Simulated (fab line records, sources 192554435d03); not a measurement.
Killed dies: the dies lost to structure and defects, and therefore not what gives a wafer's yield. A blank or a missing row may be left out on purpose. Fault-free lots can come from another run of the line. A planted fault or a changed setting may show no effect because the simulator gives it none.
fab line records	flow n5Finfet
record: lots: 7	wafers: 21
route steps=1938 shown ZERO_LAYER@4 WELL_APT@24 FIN_SAQP@109 FIN_CUT@155 DUMMY_GATE@220 SD_EPI_P@301
startH: start of the lot's first displayed wafer, in hours after the record's first day	waitH: how many hours have passed since the lot's step before this one	" identical to the entry in the row above	L1.1+2: one row covering several wafers at once	- value missing, or start not given	* or withheld: withheld	< > ~ a bound
route shown NAME@n: names a module that has steps shown in the file, with the first one's number in the route	usual: average and standard deviation across the fault-free wafers	same: alike in all rows	chamber/n: place in a boat	sites: the reading at each site	_std_site: how widely they spread, as a standard deviation	_edge_site: inner sites' mean taken away from outer sites' mean	radiusMm: for every site, how far away it sits from the centre of the wafer	mask NAME#n: copy n	behind: the last tool/chamber to shape the wafer	hold: cause of the lot's hold/its duration in hours/its outcome	device: the n, p or np transistor that did not switch	end of line: at the end of the route, the tests of the same wafers	step lacking rows: just its recipe	killed: count of dies lost to structure and defects at first sort (not the wafer's yield)	map: per-die view of a wafer (x killed, . not killed, _ where there is no die)
set.NAME: the setting that was run; set.NAME@STEP: the one run at that earlier step	model.NAME: the simulator's own value behind a step, which no gauge read
one table per step and one row per wafer, for lots whose settings were changed on purpose
== steps ==
step: N5_ZERO_LAYER_PECVD_02
recipe: material: SiO2	targetThkA: 100	tempC: 400	precursor: SiH4/N2O	pressureTorr: 0.75	rfW: 275	timeS: 6
lot.wafer	tool	chamber	startH	waitH	set.timeS	model.SiO2_of_ZERO_LAYER_PECVD_02.thkNm
L081.1	pecvd-04	2	54.28	0.0	6	10.17
L081.2	"	1	"	"	6	10.12
L081.4	"	2	"	"	6	10.52
L083.1	pecvd-04	1	66.28	0.0	6	9.963
L083.2	"	0	"	"	6	10.12
L083.5	"	1	"	"	6	10.32
L084.1	pecvd-02	0	72.30	0.0	6	9.943
L084.5	"	2	"	"	6	10.17
L084.6	"	1	"	"	6	10.28
L086.2	pecvd-03	2	84.29	0.0	6.797	11.07
L086.3	"	0	"	"	6.797	11.23
L086.4	"	2	"	"	6	10.01
L088.1	pecvd-02	1	96.30	0.0	6	9.783
L088.3	"	1	"	"	5.283	8.618
L088.6	"	1	"	"	6	9.991
L091.4	pecvd-04	0	114.31	0.1	6	10.32
L091.5	"	1	"	"	6	10.18
L091.6	"	2	"	"	6	10.22
L093.1	pecvd-03	1	126.30	0.0	6	10.05
L093.3	"	2	"	"	5.212	8.909
L093.5	"	1	"	"	6	10.1
step: N5_WELL_APT_EXPOSE_05
recipe: maskId: NWELL	na: 0.8	sourceShape: conventional	sigmaOuter: 0.8	polarization: unpolarized	defocusNm: 0	targetCdNm: 200	doseMj: 20.3
lot.wafer	tool	chamber	startH	waitH	mask	set.doseMj
L081.1	krfScanner-01	0	55.54	-	NWELL#0	21.73
L081.2+4	"	0	"	"	NWELL#0	20.3
L083.1	krfScanner-02	0	67.51	-	NWELL#0	20.82
L083.2+5	"	0	"	"	NWELL#0	20.3
L084.1+5+6	krfScanner-02	0	73.53	-	NWELL#0	20.3
L086.2	krfScanner-01	0	85.78	-	NWELL#0	20.3
L086.3+4	"	0	"	"	NWELL#0	19.72
L088.1+3+6	krfScanner-02	0	97.69	-	NWELL#0	20.3
L091.4	krfScanner-02	0	115.54	-	NWELL#0	19.38
L091.5+6	"	0	"	"	NWELL#0	20.3
L093.1+3+5	krfScanner-01	0	127.63	-	NWELL#0	20.3
step: N5_WELL_APT_DEVELOP_07
recipe: developTimeS: 45	rinseLiquid: surfactantRinse	dry: airSpin	devTempC: 21
lot.wafer	tool	chamber	startH	waitH	set.developTimeS
L081.1+4	lithoTrack-05	0	-	-	35.91
L081.2	"	0	"	"	45
L083.1+2	lithoTrack-02	0	-	-	39.71
L083.5	"	0	"	"	45
L084.1+5+6	lithoTrack-01	0	-	-	45
L086.2+3	lithoTrack-01	0	-	-	45
L086.4	"	0	"	"	42.07
L088.1	lithoTrack-05	0	-	-	47.92
L088.3+6	"	0	"	"	45
L091.4	lithoTrack-02	0	-	-	45
L091.5+6	"	0	"	"	51.68
L093.1+5	lithoTrack-05	0	-	-	45
L093.3	"	0	"	"	35.44
step: N5_WELL_APT_HARDBAKE_12
recipe: tempC: 130	timeS: 120
step: N5_WELL_APT_CD_MEAS_08
recipe: targetCdNm: 200	landingEnergyEv: 500	detector: seInlens
usual: cdNm: 199.7/1.6
lot.wafer	tool	chamber	startH	waitH	set.doseMj@WELL_APT_EXPOSE_05	cdNm
L081.1	cdSem-01	0	55.71	-	21.73	208.5
L081.2	"	0	"	"	20.3	200.2
L081.4	"	0	"	"	20.3	198.3
L083.1	cdSem-02	0	67.68	-	20.82	204.4
L083.2	"	0	"	"	20.3	197.4
L083.5	"	0	"	"	20.3	200.6
L084.1	cdSem-02	0	73.70	-	20.3	203.0
L084.5	"	0	"	"	20.3	203.0
L084.6	"	0	"	"	20.3	201.4
L086.2	cdSem-03	0	85.95	-	20.3	199.7
L086.3	"	0	"	"	19.72	196.2
L086.4	"	0	"	"	19.72	196.1
L088.1	cdSem-01	0	97.86	-	20.3	198.6
L088.3	"	0	"	"	20.3	198.5
L088.6	"	0	"	"	20.3	198.7
L091.4	cdSem-03	0	115.70	-	19.38	193.5
L091.5	"	0	"	"	20.3	199.0
L091.6	"	0	"	"	20.3	197.6
L093.1	cdSem-01	0	127.80	-	20.3	200.1
L093.3	"	0	"	"	20.3	197.1
L093.5	"	0	"	"	20.3	198.7
step: N5_WELL_APT_DESCUM_13
recipe: chemistry: O2	timeS: 7.9	sourcePowerW: 50	biasPowerW: 20	pressureMtorr: 20	rfFrequencyHz: 2.712e+07	tempC: 40	o2FlowSccm: 225
lot.wafer	tool	chamber	startH	waitH	set.doseMj@WELL_APT_EXPOSE_05	model.WELL_APT.cdNm
L081.1	rieDiel-06	2	55.83	0.1	21.73	208.7
L081.2	"	0	"	"	20.3	200.4
L081.4	"	1	"	"	20.3	197.9
L083.1	rieDiel-06	1	67.77	0.0	20.82	204.1
L083.2	"	2	"	"	20.3	197.9
L083.5	"	2	"	"	20.3	200.8
L084.1	rieDiel-06	1	73.79	0.0	20.3	202.7
L084.5	"	1	"	"	20.3	202.8
L084.6	"	2	"	"	20.3	201.7
L086.2	rieDiel-06	1	86.03	0.0	20.3	199.5
L086.3	"	3	"	"	19.72	195.9
L086.4	"	1	"	"	19.72	196.8
L088.1	rieDiel-02	2	97.95	0.0	20.3	199.1
L088.3	"	0	"	"	20.3	198.4
L088.6	"	1	"	"	20.3	198.5
L091.4	rieDiel-01	1	115.98	0.2	19.38	193.3
L091.5	"	0	"	"	20.3	199.3
L091.6	"	1	"	"	20.3	197.6
L093.1	rieDiel-02	3	128.87	1.0	20.3	200.1
L093.3	"	1	"	"	20.3	197.3
L093.5	"	1	"	"	20.3	198.7
step: N5_FIN_SAQP_PEB_14
recipe: pebTempC: withheld	pebTimeS: 60	resist: CAR-ArF
lot.wafer	tool	chamber	startH	waitH	set.pebTimeS
L081.1+2	lithoTrack-03	0	64.87	0.1	60
L081.4	"	0	"	"	48.93
L083.1	lithoTrack-03	0	77.26	0.1	64.38
L083.2+5	"	0	"	"	60
L084.1+5+6	lithoTrack-03	0	83.11	0.1	60
L086.2+3+4	lithoTrack-02	0	94.80	0.0	60
L088.1+3+6	lithoTrack-02	0	106.09	0.1	60
L091.4	lithoTrack-01	0	123.70	0.0	65.23
L091.5+6	"	0	"	"	60
L093.1+3	lithoTrack-02	0	137.92	0.1	52.66
L093.5	"	0	"	"	60
step: N5_FIN_SAQP_DEVELOP_15
recipe: developTimeS: 30	developer: TMAH	resist: CAR-ArF	devTempC: 23	rinseLiquid: diw	dry: airSpin
step: N5_FIN_SAQP_CD_MEAS_16
recipe: targetCdNm: 35.6	landingEnergyEv: 500	detector: seInlens
usual: cdNm: 35.7/0.39
lot.wafer	tool	chamber	startH	waitH	set.pebTimeS@FIN_SAQP_PEB_14	cdNm
L081.1	cdSem-03	0	64.93	-	60	35.5
L081.2	"	0	"	"	60	35.5
L081.4	"	0	"	"	48.93	38.9
L083.1	cdSem-02	0	77.33	-	64.38	34.6
L083.2	"	0	"	"	60	36.3
L083.5	"	0	"	"	60	35.8
L084.1	cdSem-03	0	83.17	-	60	34.8
L084.5	"	0	"	"	60	34.9
L084.6	"	0	"	"	60	34.9
L086.2	cdSem-03	0	94.87	-	60	36.2
L086.3	"	0	"	"	60	35.7
L086.4	"	0	"	"	60	35.8
L088.1	cdSem-01	0	106.15	-	60	36.4
L088.3	"	0	"	"	60	36.2
L088.6	"	0	"	"	60	35.1
L091.4	cdSem-01	0	123.77	-	65.23	34.2
L091.5	"	0	"	"	60	35.8
L091.6	"	0	"	"	60	35.7
L093.1	cdSem-03	0	137.99	-	52.66	37.0
L093.3	"	0	"	"	52.66	38.1
L093.5	"	0	"	"	60	36.3
step: N5_FIN_CUT_COAT_19
recipe: resist: SiARC	tempC: 220	timeS: 60	spinRpm: 1500	resistThkNm: 20
lot.wafer	tool	chamber	startH	waitH	set.spinRpm	model.SiARC_of_FIN_CUT_COAT_19.thkNm
L081.1+2+4	lithoTrack-05	0	-	-	1500	20
L083.1+5	lithoTrack-01	0	-	-	1500	20
L083.2	"	0	"	"	1658	19
L084.1+5+6	lithoTrack-04	0	-	-	1500	20
L086.2+3+4	lithoTrack-01	0	-	-	1500	20
L088.1+3	lithoTrack-05	0	-	-	1500	20
L088.6	"	0	"	"	1412	20.6
L091.4+6	lithoTrack-01	0	-	-	1500	20
L091.5	"	0	"	"	1347	21
L093.1	lithoTrack-04	0	-	-	1551	19.6
L093.3+5	"	0	"	"	1500	20
step: N5_FIN_CUT_COAT_29
recipe: resist: underlayer	tempC: 205	timeS: 60	spinRpm: 1500	resistThkNm: 10
step: N5_FIN_CUT_COAT_02
recipe: resist: CAR-EUV	spinRpm: 1500	resistThkNm: 30
step: N5_FIN_CUT_DESCUM_13
recipe: chemistry: O2	timeS: 7	sourcePowerW: 50	biasPowerW: 20	pressureMtorr: 20	rfFrequencyHz: 2.712e+07	tempC: 40	resist: CAR-EUV	o2FlowSccm: 225
step: N5_FIN_CUT_ETCH_30
recipe: chemistry: N2/H2	target: underlayer	targetDepthA: 130	maskMaterial: CAR-EUV	timeS: 10.4	ionEnergyEv: 200	pressureMtorr: 30	sourceW: 840	biasW: 150	n2FlowSccm: 200	h2FlowSccm: 200	ends: cleared
step: N5_FIN_CUT_ETCH_20
recipe: chemistry: CF4	target: SiARC	targetDepthA: 260	maskMaterial: CAR-EUV	timeS: 43.3	ionEnergyEv: 80	pressureMtorr: 40	sourceW: 545	biasW: 36	Ar_flow_sccm: 100	cf4FlowSccm: 100	ends: cleared
lot.wafer	tool	chamber	startH	waitH	set.spinRpm@FIN_CUT_COAT_19	model.etch.depthNm
L081.1	rieDiel-05	1	70.08	0.0	1500	19.94
L081.2	"	0	"	"	1500	19.93
L081.4	"	3	"	"	1500	19.95
L083.1	rieDiel-05	1	83.58	0.0	1500	19.97
L083.2	"	2	"	"	1658	18.98
L083.5	"	0	"	"	1500	20.02
L084.1	rieDiel-03	1	90.70	0.0	1500	19.96
L084.5	"	1	"	"	1500	19.97
L084.6	"	0	"	"	1500	19.99
L086.2	rieDiel-03	2	102.14	0.0	1500	19.95
L086.3	"	0	"	"	1500	19.97
L086.4	"	3	"	"	1500	19.94
L088.1	rieDiel-05	0	113.54	0.0	1500	20.04
L088.3	"	3	"	"	1500	20.03
L088.6	"	0	"	"	1412	20.68
L091.4+6	rieDiel-04	2,0	132.72	0.0	1500	19.97
L091.5	"	1	"	"	1347	21.09
L093.1	rieDiel-03	2	143.02	0.0	1551	19.68
L093.3	"	3	"	"	1500	19.94
L093.5	"	1	"	"	1500	20.02
step: N5_FIN_CUT_ETCH_21
recipe: chemistry: N2/H2	target: SOC	targetDepthA: 2190	overetchA: 438	maskMaterial: SiARC	tempC: 40	ionEnergyEv: 100	biasW: 61	timeS: 523.5	pressureMtorr: 30	sourceW: 850	n2FlowSccm: 200	h2FlowSccm: 200
lot.wafer	tool	chamber	startH	waitH	set.spinRpm@FIN_CUT_COAT_19	model.SiARC_of_FIN_CUT_COAT_19.thkNm
L081.1	rieDiel-05	1	70.12	0.0	1500	12.2
L081.2+4	"	0,3	"	"	1500	11.8
L083.1	rieDiel-05	1	83.61	0.0	1500	12.4
L083.2	"	2	"	"	1658	11
L083.5	"	0	"	"	1500	11.8
L084.1+5+6	rieDiel-03	1,1,0	90.74	0.0	1500	11.8
L086.2+3+4	rieDiel-03	2,0,3	102.18	0.0	1500	11.8
L088.1+3	rieDiel-05	0,3	113.58	0.0	1500	11.8
L088.6	"	0	"	"	1412	12.4
L091.4+6	rieDiel-04	2,0	132.75	0.0	1500	11.6
L091.5	"	1	"	"	1347	13
L093.1	rieDiel-03	2	143.05	0.0	1551	11.6
L093.3+5	"	3,1	"	"	1500	11.8
step: N5_DUMMY_GATE_HM_DEP_06
recipe: material: SiNx	targetThkA: 800	precursor: DCS/NH3	tempC: 700	pressureMtorr: 300	timeS: 5141
lot.wafer	tool	chamber	startH	waitH	set.timeS	model.SiNx_of_DUMMY_GATE_HM_DEP_06.thkNm
L081.1	-	-	-	0.0	5530	86.2
L081.2	"	-	"	"	5530	86
L081.4	"	-	"	"	5530	86.6
L083.1	-	-	-	0.0	5378	84.4
L083.2	"	-	"	"	5378	84.6
L083.5	"	-	"	"	5378	83.8
L084.1	lpcvd-01	0/65	107.05	0.0	5141	80.8
L084.5	"	0/84	"	"	5141	80.4
L084.6	"	0/89	"	"	5141	80.6
L086.2	-	-	-	3.9	5141	80.4
L086.3	"	-	"	"	5141	80.6
L086.4	"	-	"	"	5141	79.8
L088.1	-	-	-	0.0	4780	72.6
L088.3	"	-	"	"	4780	73.4
L088.6	"	-	"	"	4780	73.2
L091.4	-	-	-	0.0	4671	73.8
L091.5	"	-	"	"	4671	72.6
L091.6	"	-	"	"	4671	73
L093.1+3	-	-	-	0.0	4636	73
L093.5	"	-	"	"	4636	73.2
step: N5_DUMMY_GATE_EXPOSE_12
recipe: maskId: GATE	na: 0.33	sourceShape: annular	sigmaInner: 0.2	sigmaOuter: 0.6	polarization: unpolarized	targetCdNm: 25	doseMj: 34
lot.wafer	tool	chamber	startH	waitH	mask	set.doseMj
L081.1+2	euvScanner-02	0	88.40	-	GATE#0	36.26
L081.4	"	0	"	"	GATE#0	34
L083.1+2+5	euvScanner-01	0	105.51	-	GATE#0	34
L084.1+5+6	euvScanner-01	0	111.20	-	GATE#0	34
L086.2+3+4	euvScanner-02	0	124.79	-	GATE#0	34
L088.1+3+6	euvScanner-02	0	133.47	-	GATE#0	34
L091.4+5	euvScanner-02	0	152.01	-	GATE#0	34
L091.6	"	0	"	"	GATE#0	35.67
L093.1+5	euvScanner-01	0	165.03	-	GATE#0	31.77
L093.3	"	0	"	"	GATE#0	34
step: N5_DUMMY_GATE_PEB_13
recipe: pebTempC: 100	pebTimeS: 60	resist: CAR-EUV
step: N5_DUMMY_GATE_DEVELOP_14
recipe: developTimeS: 30	developer: TMAH	resist: CAR-EUV	rinseLiquid: surfactantRinse	dry: airSpin	devTempC: 23
step: N5_DUMMY_GATE_CD_MEAS_15
recipe: targetCdNm: 25.8	landingEnergyEv: 500	detector: seInlens
usual: cdNm: 24.96/0.24
lot.wafer	tool	chamber	startH	waitH	set.doseMj@DUMMY_GATE_EXPOSE_12	cdNm
L081.1	cdSem-03	0	88.53	-	36.26	23.74
L081.2	"	0	"	"	36.26	23.79
L081.4	"	0	"	"	34	25.30
L083.1	cdSem-02	0	105.63	-	34	25.17
L083.2	"	0	"	"	34	24.64
L083.5	"	0	"	"	34	24.70
L084.1	cdSem-01	0	111.32	-	34	25.09
L084.5	"	0	"	"	34	25.20
L084.6	"	0	"	"	34	25.06
L086.2	cdSem-02	0	124.92	-	34	25.30
L086.3	"	0	"	"	34	25.18
L086.4	"	0	"	"	34	25.01
L088.1	cdSem-01	0	133.60	-	34	25.31
L088.3	"	0	"	"	34	24.89
L088.6	"	0	"	"	34	24.89
L091.4	cdSem-01	0	152.13	-	34	24.76
L091.5	"	0	"	"	34	25.12
L091.6	"	0	"	"	35.67	24.05
L093.1	cdSem-02	0	165.16	-	31.77	26.42
L093.3	"	0	"	"	34	25.05
L093.5	"	0	"	"	31.77	26.48
step: N5_SD_EPI_P_PEB_07
recipe: pebTempC: 110	pebTimeS: 60	resist: CAR-ArF-block
lot.wafer	tool	chamber	startH	waitH	set.pebTimeS
L081.1	lithoTrack-04	0	95.09	0.1	65.51
L081.2+4	"	0	"	"	60
L083.1+2+5	lithoTrack-05	0	113.67	0.1	60
L084.1+5+6	lithoTrack-04	0	118.35	0.1	60
L086.2+3+4	lithoTrack-04	0	133.24	0.0	60
L088.1+6	lithoTrack-05	0	141.24	0.1	52.89
L088.3	"	0	"	"	60
L091.4+6	lithoTrack-03	0	159.55	0.0	60
L091.5	"	0	"	"	49.21
L093.1+3+5	lithoTrack-05	0	172.17	0.1	60
step: N5_SD_EPI_P_DEVELOP_08
recipe: developTimeS: 30	developer: TMAH	resist: CAR-ArF-block	devTempC: 23	rinseLiquid: diw	dry: airSpin
step: N5_SD_EPI_P_CD_MEAS_09
recipe: targetCdNm: 240	landingEnergyEv: 500	detector: seInlens
usual: cdNm: 239.3/0.75
lot.wafer	tool	chamber	startH	waitH	set.pebTimeS@SD_EPI_P_PEB_07	cdNm
L081.1	cdSem-03	0	95.15	-	65.51	242.1
L081.2	"	0	"	"	60	238.3
L081.4	"	0	"	"	60	239.7
L083.1	cdSem-02	0	113.73	-	60	239.1
L083.2	"	0	"	"	60	238.1
L083.5	"	0	"	"	60	237.4
L084.1	cdSem-02	0	118.41	-	60	240.6
L084.5	"	0	"	"	60	240.3
L084.6	"	0	"	"	60	239.7
L086.2	cdSem-02	0	133.31	-	60	240.2
L086.3	"	0	"	"	60	239.4
L086.4	"	0	"	"	60	240.0
L088.1	cdSem-01	0	141.31	-	52.89	234.4
L088.3	"	0	"	"	60	239.5
L088.6	"	0	"	"	52.89	235.0
L091.4	cdSem-03	0	159.62	-	60	238.7
L091.5	"	0	"	"	49.21	231.0
L091.6	"	0	"	"	60	239.1
L093.1	cdSem-02	0	172.23	-	60	240.0
L093.3	"	0	"	"	60	240.3
L093.5	"	0	"	"	60	239.4
step: N5_SD_EPI_P_DESCUM_14
recipe: chemistry: O2	timeS: 7.9	sourcePowerW: 50	biasPowerW: 20	pressureMtorr: 20	rfFrequencyHz: 2.712e+07	tempC: 40	resist: CAR-ArF-block	o2FlowSccm: 225
lot.wafer	tool	chamber	startH	waitH	set.timeS	set.pebTimeS@SD_EPI_P_PEB_07	model.SD_EPI_P.cdNm
L081.1	rieDiel-03	2	95.67	0.5	9.583	65.51	242.4
L081.2	"	0	"	"	7.9	60	238.4
L081.4	"	3	"	"	9.583	60	240.2
L083.1	rieDiel-03	1	113.99	0.2	7.9	60	239.2
L083.2	"	3	"	"	7.9	60	238.2
L083.5	"	0	"	"	7.9	60	237.8
L084.1	rieDiel-03	1	118.51	0.0	7.9	60	240.6
L084.5	"	2	"	"	7.9	60	240.4
L084.6	"	1	"	"	7.9	60	239.8
L086.2	rieDiel-05	3	133.49	0.1	7.9	60	239.8
L086.3	"	2	"	"	8.646	60	239.4
L086.4	"	0	"	"	8.646	60	240.2
L088.1	rieDiel-03	0	141.57	0.2	6.192	52.89	234.6
L088.3	"	2	"	"	7.9	60	239.6
L088.6	"	3	"	"	7.9	52.89	234.8
L091.4	rieDiel-04	0	159.71	0.0	6.785	60	238.6
L091.5	"	0	"	"	6.785	49.21	230.8
L091.6	"	3	"	"	7.9	60	239.2
L093.1	rieDiel-03	0	172.32	0.0	7.9	60	240.2
L093.3	"	1	"	"	7.9	60	240.4
L093.5	"	2	"	"	7.9	60	239.4
step: N5_SD_EPI_P_ETCH_36
recipe: chemistry: CF4	target: SiARC	targetDepthA: 455	maskMaterial: CAR-ArF-block	timeS: 75.8	ionEnergyEv: 80	pressureMtorr: 40	sourceW: 545	biasW: 36	Ar_flow_sccm: 100	cf4FlowSccm: 100	ends: cleared
lot.wafer	tool	chamber	startH	waitH	set.timeS@SD_EPI_P_DESCUM_14	model.CAR-ArF-block_of_SD_EPI_P_COAT_03.thkNm
L081.1	rieDiel-03	2	95.70	0.0	9.583	109.8
L081.2	"	0	"	"	7.9	111
L081.4	"	3	"	"	9.583	110.2
L083.1	rieDiel-03	1	114.03	0.0	7.9	111.8
L083.2	"	3	"	"	7.9	112
L083.5	"	0	"	"	7.9	112.2
L084.1+5	rieDiel-03	1,2	118.54	0.0	7.9	111.6
L084.6	"	1	"	"	7.9	111.8
L086.2	rieDiel-05	3	133.52	0.0	7.9	110
L086.3	"	2	"	"	8.646	110.2
L086.4	"	0	"	"	8.646	109.6
L088.1	rieDiel-03	0	141.61	0.0	6.192	111.6
L088.3	"	2	"	"	7.9	110.8
L088.6	"	3	"	"	7.9	110.4
L091.4	rieDiel-04	0	159.75	0.0	6.785	111.8
L091.5	"	0	"	"	6.785	112
L091.6	"	3	"	"	7.9	111.2
L093.1+3	rieDiel-03	0,1	172.36	0.0	7.9	111.8
L093.5	"	2	"	"	7.9	112
step: N5_SD_EPI_P_ETCH_37
recipe: chemistry: N2/H2	target: SOC	overetchA: 1080	maskMaterial: SiARC	tempC: 40	ionEnergyEv: 100	sourceW: 3000	biasW: 133	pressureMtorr: 20	timeS: 486	n2FlowSccm: 200	h2FlowSccm: 200	ends: endPoint
lot.wafer	tool	chamber	startH	waitH	set.pebTimeS@SD_EPI_P_PEB_07	model.SD_EPI_P.cdNm
L081.1	rieDiel-03	2	95.76	0.0	65.51	243
L081.2	"	0	"	"	60	238.2
L081.4	"	3	"	"	60	240.6
L083.1	rieDiel-03	1	114.08	0.0	60	238.6
L083.2+5	"	3,0	"	"	60	237.8
L084.1	rieDiel-03	1	118.60	0.0	60	240
L084.5	"	2	"	"	60	240.8
L084.6	"	1	"	"	60	239.6
L086.2	rieDiel-05	3	133.58	0.0	60	241
L086.3	"	2	"	"	60	239.4
L086.4	"	0	"	"	60	240
L088.1	rieDiel-03	0	141.66	0.0	52.89	236.4
L088.3	"	2	"	"	60	240.2
L088.6	"	3	"	"	52.89	235.2
L091.4	rieDiel-04	0	159.80	0.0	60	239
L091.5	"	0	"	"	49.21	230.6
L091.6	"	3	"	"	60	237.8
L093.1	rieDiel-03	0	172.41	0.0	60	240.8
L093.3	"	1	"	"	60	241.4
L093.5	"	2	"	"	60	240.4
== key ==
split: step: N5_ZERO_LAYER_PECVD_02	setting: timeS	stated: 6	by: wafer
response: step: N5_ZERO_LAYER_PECVD_02	reading: model.SiO2_of_ZERO_LAYER_PECVD_02.thkNm	change: +0.0927	per: 1%	r: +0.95
split: step: N5_WELL_APT_EXPOSE_05	setting: doseMj	stated: 20.3	by: wafer
response: step: N5_WELL_APT_CD_MEAS_08	reading: cdNm	change: +1.31	per: 1%	r: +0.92
response: step: N5_WELL_APT_DESCUM_13	reading: model.WELL_APT.cdNm	change: +1.32	per: 1%	r: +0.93
split: step: N5_WELL_APT_DEVELOP_07	setting: developTimeS	stated: 45	by: wafer
response none clear
split: step: N5_FIN_SAQP_PEB_14	setting: pebTimeS	stated: 60	by: wafer
response: step: N5_FIN_SAQP_CD_MEAS_16	reading: cdNm	change: -0.163	per: 1%	r: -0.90
split: step: N5_FIN_CUT_COAT_19	setting: spinRpm	stated: 1500	by: wafer
response: step: N5_FIN_CUT_COAT_19	reading: model.SiARC_of_FIN_CUT_COAT_19.thkNm	change: -0.0981	per: 1%	r: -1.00
response: step: N5_FIN_CUT_ETCH_20	reading: model.etch.depthNm	change: -0.103	per: 1%	r: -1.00
response: step: N5_FIN_CUT_ETCH_21	reading: model.SiARC_of_FIN_CUT_COAT_19.thkNm	change: -0.115	per: 1%	r: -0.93
split: step: N5_DUMMY_GATE_HM_DEP_06	setting: timeS	stated: 5141	by: lot
response: step: N5_DUMMY_GATE_HM_DEP_06	reading: model.SiNx_of_DUMMY_GATE_HM_DEP_06.thkNm	change: +0.813	per: 1%	r: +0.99
split: step: N5_DUMMY_GATE_EXPOSE_12	setting: doseMj	stated: 34	by: wafer
response: step: N5_DUMMY_GATE_CD_MEAS_15	reading: cdNm	change: -0.214	per: 1%	r: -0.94
split: step: N5_SD_EPI_P_PEB_07	setting: pebTimeS	stated: 60	by: wafer
response: step: N5_SD_EPI_P_CD_MEAS_09	reading: cdNm	change: +0.416	per: 1%	r: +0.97
response: step: N5_SD_EPI_P_DESCUM_14	reading: model.SD_EPI_P.cdNm	change: +0.424	per: 1%	r: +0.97
response: step: N5_SD_EPI_P_ETCH_37	reading: model.SD_EPI_P.cdNm	change: +0.411	per: 1%	r: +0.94
split: step: N5_SD_EPI_P_DESCUM_14	setting: timeS	stated: 7.9	by: wafer
response: step: N5_SD_EPI_P_ETCH_36	reading: model.CAR-ArF-block_of_SD_EPI_P_COAT_03.thkNm	change: -0.0444	per: 1%	r: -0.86
